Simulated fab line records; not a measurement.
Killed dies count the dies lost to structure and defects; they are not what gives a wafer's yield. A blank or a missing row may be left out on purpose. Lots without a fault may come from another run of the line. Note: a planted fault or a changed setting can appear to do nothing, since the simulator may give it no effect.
What tool caused it?    flow n5 finfet    Sampling: 24 lots, 72 wafers, 6 of 1938 route steps

== WHAT EACH GAUGE READ, for each wafer ==
N5_BEOL_M11_CD_MEAS_28: target cd 70 nm. Usual: cd nm 69.8 nm, standard deviation 0.87.
lot   measured      on         cd nm (nm)      flag
L074  day 9 22:57   cd sem-02  69.9 69.3 68.6  
L076  day 10 06:43  cd sem-02  72.1 70.6 71.2  
L075  day 10 12:37  cd sem-01  69.6 70.1 69.2  
L077  day 11 07:49  cd sem-03  69.9 69.4 70.2  
L079  day 11 13:17  cd sem-01  69.3 69.5 70.4  
L081  day 11 16:56  cd sem-03  69.4 68.8 70.8  
L080  day 11 17:07  cd sem-01  70.0 70.3 69.9  
L078  day 11 17:17  cd sem-02  69.5 68.7 71.3  
L082  day 11 19:37  cd sem-03  70.9 71.7 69.2  
L083  day 12 16:34  cd sem-01  71.1 69.9 69.7  
L084  day 12 16:44  cd sem-03  69.5 70.3 70.5  
L085  day 13 00:44  cd sem-02  68.8 69.1 67.8  
L086  day 13 12:28  cd sem-01  68.5 69.1 69.3  
L088  day 13 14:35  cd sem-02  69.3 69.5 68.2  
L087  day 13 14:58  cd sem-02  70.2 69.3 69.4  
L089  day 14 07:49  cd sem-01  70.0 69.2 70.3  
L091  day 14 13:04  cd sem-01  69.0 69.1 68.3  
L092  day 14 13:26  cd sem-03  70.7 70.0 70.3  
L090  day 14 13:37  cd sem-03  69.3 69.5 69.2  
L093  day 14 21:29  cd sem-03  70.2 69.8 69.6  
L094  day 15 03:38  cd sem-03  69.8 70.3 70.5  
L095  day 15 06:12  cd sem-03  70.6 70.7 69.9  
L096  day 16 04:37  cd sem-03  71.8 70.5 70.7  
L097  day 16 06:17  cd sem-03  69.0 68.6 70.0  

N5_BEOL_M12_CD_MEAS_28: target cd 160.2 nm. Usual: cd nm 160.5 nm, standard deviation 1.3.
lot   measured      on         cd nm (nm)         flag
L074  day 10 03:34  cd sem-03  159.7 160.1 159.4  
L076  day 10 12:14  cd sem-02  160.8 160.7 161.0  
L075  day 10 17:59  cd sem-01  159.6 159.9 158.4  
L077  day 11 13:17  cd sem-03  161.2 160.1 159.2  
L079  day 11 20:20  cd sem-02  160.3 161.1 160.4  
L081  day 11 22:31  cd sem-02  161.1 159.2 161.5  
L080  day 11 22:58  cd sem-01  159.7 160.5 160.0  
L078  day 11 23:20  cd sem-01  159.9 161.6 159.2  
L082  day 12 01:43  cd sem-03  158.1 160.4 160.1  
L083  day 12 22:50  cd sem-02  157.7 160.1 159.5  
L084  day 12 22:48  cd sem-01  163.8 160.9 162.7  
L085  day 13 07:35  cd sem-01  160.6 160.9 162.6  
L086  day 13 16:35  cd sem-01  160.3 161.5 160.7  
L088  day 13 20:58  cd sem-01  160.3 161.7 159.4  
L087  day 13 21:41  cd sem-01  161.0 161.0 161.4  
L089  day 14 12:20  cd sem-03  159.0 160.6 160.3  
L091  day 14 17:49  cd sem-02  160.6 161.2 159.8  
L092  day 14 19:34  cd sem-03  161.9 160.8 160.5  
L090  day 14 19:44  cd sem-03  160.9 161.4 161.6  
L093  day 15 02:32  cd sem-03  159.0 160.9 161.1  
L094  day 15 08:15  cd sem-02  162.6 163.8 160.8  
L095  day 15 11:35  cd sem-01  159.6 162.1 163.0  
L096  day 16 10:14  cd sem-01  160.1 162.5 162.0  
L097  day 16 10:23  cd sem-03  159.3 160.4 160.9  

N5_BEOL_M12_THK_MEAS_50: measures by xrf. Usual: M12_THK 317 nm, standard deviation 5.4.
lot   measured      on             M12_THK (nm)  flag
L074  day 10 06:19  film metro-02  314 309 308   
L076  day 10 15:40  film metro-02  326 312 311   
L075  day 10 20:56  film metro-02  325 310 310   
L077  day 11 16:01  film metro-01  320 329 317   
L079  day 11 22:40  film metro-02  315 308 320   
L081  day 12 00:43  film metro-02  313 321 314   
L080  day 12 01:13  film metro-01  310 314 322   
L078  day 12 07:04  film metro-01  328 321 325   
L082  day 12 07:20  film metro-02  320 314 310   
L083  day 13 03:32  film metro-02  313 317 328   
L084  day 13 02:32  film metro-02  317 312 315   
L085  day 13 11:02  film metro-01  314 324 310   
L086  day 13 20:39  film metro-01  320 325 314   
L088  day 13 23:41  film metro-02  312 312 312   
L087  day 13 23:58  film metro-01  317 324 314   
L089  day 14 16:01  film metro-01  320 315 309   
L091  day 14 23:37  film metro-01  314 315 313   
L092  day 15 00:04  film metro-01  317 315 318   
L090  day 15 02:05  film metro-01  323 327 315   
L093  day 15 06:52  film metro-02  324 322 309   
L094  day 15 13:19  film metro-02  308 316 308   
L095  day 15 14:57  film metro-01  315 318 315   
L096  day 16 12:34  film metro-01  312 324 318   
L097  day 16 13:01  film metro-01  327 318 329   

N5_BEOL_M12_INSPECT_55: inspects for defects (darkfield). Usual: raw defect count 78, standard deviation 26.
lot   measured      on                 raw defect count  flag
L074  day 10 06:28  defect inspect-02  53 93 51          
L076  day 10 15:49  defect inspect-01  81 55 59          
L075  day 10 21:05  defect inspect-01  101 79 54         
L077  day 11 16:10  defect inspect-02  23 49 38          
L079  day 11 22:49  defect inspect-02  108 118 87        
L081  day 12 00:52  defect inspect-01  73 87 97          
L080  day 12 01:24  defect inspect-02  56 71 66          
L078  day 12 07:13  defect inspect-01  107 100 84        
L082  day 12 07:29  defect inspect-02  95 86 63          
L083  day 13 03:41  defect inspect-02  116 92 48         
L084  day 13 02:43  defect inspect-01  80 90 87          
L085  day 13 11:11  defect inspect-01  60 66 56          
L086  day 13 20:48  defect inspect-01  71 76 65          
L088  day 13 23:50  defect inspect-01  118 135 81        
L087  day 14 00:07  defect inspect-02  60 71 44          
L089  day 14 16:10  defect inspect-01  106 95 85         
L091  day 14 23:46  defect inspect-01  76 71 40          
L092  day 15 00:13  defect inspect-01  90 76 65          
L090  day 15 02:14  defect inspect-02  68 98 131         
L093  day 15 07:01  defect inspect-01  77 117 155        
L094  day 15 13:28  defect inspect-01  110 61 104        
L095  day 15 15:06  defect inspect-02  44 66 66          
L096  day 16 12:43  defect inspect-02  69 50 69          
L097  day 16 13:11  defect inspect-02  98 81 70          

== EACH LOT AND THE TOOL THAT RAN IT (in order: tool; ch and the chambers of the sampled wafers; start) ==
lot   N5_BEOL_M11_CURE_72            N5_BEOL_M12_DEP_53
L074  uv cure-02 ch 0, day 9 23:43   pecvd-03 ch 0,2, day 10 06:22
L076  uv cure-01 ch 1, day 10 07:43  pecvd-04 ch 0,2, day 10 15:43
L075  uv cure-02 ch 1, day 10 13:23  pecvd-04 ch 0,1,2, day 10 21:00
L077  uv cure-03 ch 2, day 11 08:39  pecvd-03 ch 0,1,2, day 11 16:04
L079  uv cure-01 ch 0, day 11 14:13  pecvd-03 ch 0,1, day 11 22:44
L081  uv cure-03 ch 2, day 11 18:04  pecvd-04 ch 1,2, day 12 00:46
L080  uv cure-03 ch 2, day 11 18:18  pecvd-01 ch 0,1, day 12 01:17
L078  uv cure-01 ch 2, day 11 18:30  pecvd-04 ch 0,1,2, day 12 07:08
L082  uv cure-01 ch 2, day 11 20:23  pecvd-04 ch 0,2, day 12 07:23
L083  uv cure-03 ch 0, day 12 17:35  pecvd-04 ch 0,1,2, day 13 03:35
L084  uv cure-01 ch 0, day 12 17:36  pecvd-03 ch 0,2, day 13 02:37
L085  uv cure-02 ch 0, day 13 01:38  pecvd-01 ch 0,1,2, day 13 11:05
L086  uv cure-01 ch 0, day 13 13:15  pecvd-03 ch 0,1,2, day 13 20:43
L088  uv cure-03 ch 0, day 13 15:25  pecvd-03 ch 0,1, day 13 23:44
L087  uv cure-03 ch 0, day 13 16:20  pecvd-03 ch 0,1,2, day 14 00:01
L089  uv cure-03 ch 0, day 14 08:38  pecvd-01 ch 0,1,2, day 14 16:05
L091  uv cure-01 ch 1, day 14 13:50  pecvd-01 ch 1,2, day 14 23:40
L092  uv cure-01 ch 2, day 14 14:34  pecvd-01 ch 0,1, day 15 00:07
L090  uv cure-02 ch 0, day 14 14:52  pecvd-03 ch 0,1,2, day 15 02:08
L093  uv cure-03 ch 2, day 14 22:19  pecvd-04 ch 0,1,2, day 15 06:55
L094  uv cure-02 ch 2, day 15 04:31  pecvd-01 ch 0,1,2, day 15 13:23
L095  uv cure-01 ch 0, day 15 06:59  pecvd-01 ch 0,2, day 15 15:01
L096  uv cure-02 ch 1, day 16 05:41  pecvd-04 ch 0,1, day 16 12:38
L097  uv cure-03 ch 0, day 16 07:04  pecvd-04 ch 0,1, day 16 13:05
- N5_BEOL_M11_CURE_72: cures SiCOH lowk, time 120 s.
- N5_BEOL_M12_DEP_53: deposits SiCN from 3MS/NH3, target thk 30 nm, time 10.5 s.

== WHAT THE TOOLS THEMSELVES READ (means of the sampled wafers that have a number; where no wafer has one, the mark that the record gives instead) ==
N5_BEOL_M11_CURE_72. Usual: lamp power pct 52.31 %, standard deviation 0.054; wafer_temp_C_max 371.7, standard deviation 0.66.
lot   tool        lamp power pct (%)  wafer_temp_C_max  flag
L074  uv cure-02  52.32               371.9             
L076  uv cure-01  52.27               372.2             
L075  uv cure-02  52.32               373.5             
L077  uv cure-03  52.35               371.5             
L079  uv cure-01  52.33               371.1             
L081  uv cure-03  52.27               371.5             
L080  uv cure-03  52.29               371.9             
L078  uv cure-01  52.38               372.1             
L082  uv cure-01  52.32               371.5             
L083  uv cure-03  52.36               371.4             
L084  uv cure-01  52.36               371.5             
L085  uv cure-02  52.35               371.6             
L086  uv cure-01  52.28               371.6             
L088  uv cure-03  52.32               371.2             
L087  uv cure-03  52.35               371.1             
L089  uv cure-03  52.33               370.9             
L091  uv cure-01  52.35               372.5             
L092  uv cure-01  52.33               371.5             
L090  uv cure-02  52.25               372.2             
L093  uv cure-03  52.33               371.1             
L094  uv cure-02  52.27               372.4             
L095  uv cure-01  52.29               371.2             
L096  uv cure-02  52.26               372.7             
L097  uv cure-03  52.32               371.1             

N5_BEOL_M12_DEP_53. Usual: showerhead plenum p Torr 4.165 Torr, standard deviation 0.023; throttle valve pct 17.8 %, standard deviation 1.1.
lot   tool      showerhead plenum p Torr (Torr)  throttle valve pct (%)  flag
L074  pecvd-03  4.156                            17.8                    
L076  pecvd-04  4.150                            17.2                    
L075  pecvd-04  4.166                            18.0                    
L077  pecvd-03  4.165                            18.1                    
L079  pecvd-03  4.183                            18.6                    
L081  pecvd-04  4.169                            18.5                    
L080  pecvd-01  4.152                            17.7                    
L078  pecvd-04  4.164                            17.9                    
L082  pecvd-04  4.187                            16.7                    
L083  pecvd-04  4.166                            17.9                    
L084  pecvd-03  4.156                            18.0                    
L085  pecvd-01  4.166                            17.4                    
L086  pecvd-03  4.167                            18.0                    
L088  pecvd-03  4.181                            18.6                    
L087  pecvd-03  4.164                            17.8                    
L089  pecvd-01  4.157                            17.5                    
L091  pecvd-01  4.180                            17.1                    
L092  pecvd-01  4.153                            17.8                    
L090  pecvd-03  4.164                            18.1                    
L093  pecvd-04  4.165                            17.9                    
L094  pecvd-01  4.163                            17.5                    
L095  pecvd-01  4.170                            16.9                    
L096  pecvd-04  4.147                            19.0                    
L097  pecvd-04  4.146                            19.1                    

== THE ANSWER, worked out from the rows above alone ==
Rule: a lot counts as off when the mean over its wafers that have a number is more than 3 standard deviations away from the usual mean. Also off: a lot with no number at a reading for which 4 or more lots have one. Any other lot the step has rows for is counted as sound. After the gauges, taken in route order, come the tools' own readings; for these a lot's mean is taken, as printed above. The first step at which some lot is off is used, and at that step the reading that is off furthest; a lot without a number counts as furthest.
Nothing can be told from this: no lot is off at any reading shown.

== WHAT WAS PUT IN BY THE SIMULATOR ==
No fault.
